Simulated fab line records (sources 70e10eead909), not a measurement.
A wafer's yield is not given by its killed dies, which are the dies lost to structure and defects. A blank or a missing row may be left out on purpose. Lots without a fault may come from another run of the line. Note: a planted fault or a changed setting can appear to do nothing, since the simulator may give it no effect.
Chamber matching    flow nand harc    rie diel-10 running NHARC_THIN_TSV_ETCHBACK_48: 4 sister chambers
The step etches the open film in C4F8/Ar, target depth 1028.5 nm, time 405.17 s. 16 wafers are shown with their chamber, then 8 later ones without.

## EACH WAFER AND ITS CHAMBER
wafer   chamber  rf vpp V (V)  oes product au (a.u.)  rf fwd power W (W)
L125.2  3        546           0.93                   600.2
L125.3  1        551           0.94                   598.6
L125.5  1        553           0.94                   596.8
L129.1  3        546           0.93                   598.3
L129.3  0        547           0.92                   600.0
L129.5  0        547           0.91                   601.1
L135.3  2        545           0.97                   597.0
L135.4  1        551           0.98                   602.3
L135.6  2        544           0.97                   599.3
L131.4  0        546           0.91                   599.3
L131.5  1        552           0.93                   597.0
L131.6  2        545           0.92                   598.5
L132.3  1        552           0.93                   597.8
L132.4  3        544           0.92                   597.1
L132.6  2        545           0.92                   599.3
L137.2  2        543           0.91                   600.2

SIGNATURES (averages over the wafers above)
reading         chamber 0  chamber 1  chamber 2  chamber 3  scatter within a chamber
rf vpp V        546.67     551.80     544.40     545.33     0.882
oes product au  0.9133     0.9440     0.9380     0.9267     0.0211
rf fwd power W  600.133    598.500    598.860    598.533    1.64
Rule: for a wafer and a chamber, the distance is found by dividing, reading by reading, the gap between the wafer's reading and the chamber's mean by the reading's scatter, squaring, summing and taking the root. The wafer belongs to the nearest chamber; if the next one is less than 2 further off, it can't be placed. The scatter is the square root of a quotient: the sum, over the shown wafers, of each reading's squared deviation from its chamber's mean, divided by wafers minus chambers.

## WAFERS WHOSE CHAMBER IS MISSING
wafer   rf vpp V (V)  oes product au (a.u.)  rf fwd power W (W)
L137.3  552           0.93                   597.2
L137.5  544           0.92                   599.3
L139.2  546           0.92                   599.8
L139.4  546           0.90                   599.3
L139.5  551           0.92                   597.9
L145.4  551           1.00                   597.2
L145.5  545           0.99                   599.8
L145.6  545           0.99                   600.8

## WHICH CHAMBER EACH WENT THROUGH
wafer   from the rows above           in truth
L137.3  1                             1
L137.5  can't be placed: 2 or 3       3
L139.2  can't be placed: 0 or 3 or 2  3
L139.4  can't be placed: 0 or 3 or 2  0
L139.5  1                             1
L145.4  1                             1
L145.5  can't be placed: 2 or 3 or 0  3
L145.6  can't be placed: 2 or 3 or 0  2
3 of 8 placed correctly. Cannot be placed on the basis of these rows: 5; the candidates contain the true chamber in 5. 0 placed wrongly.
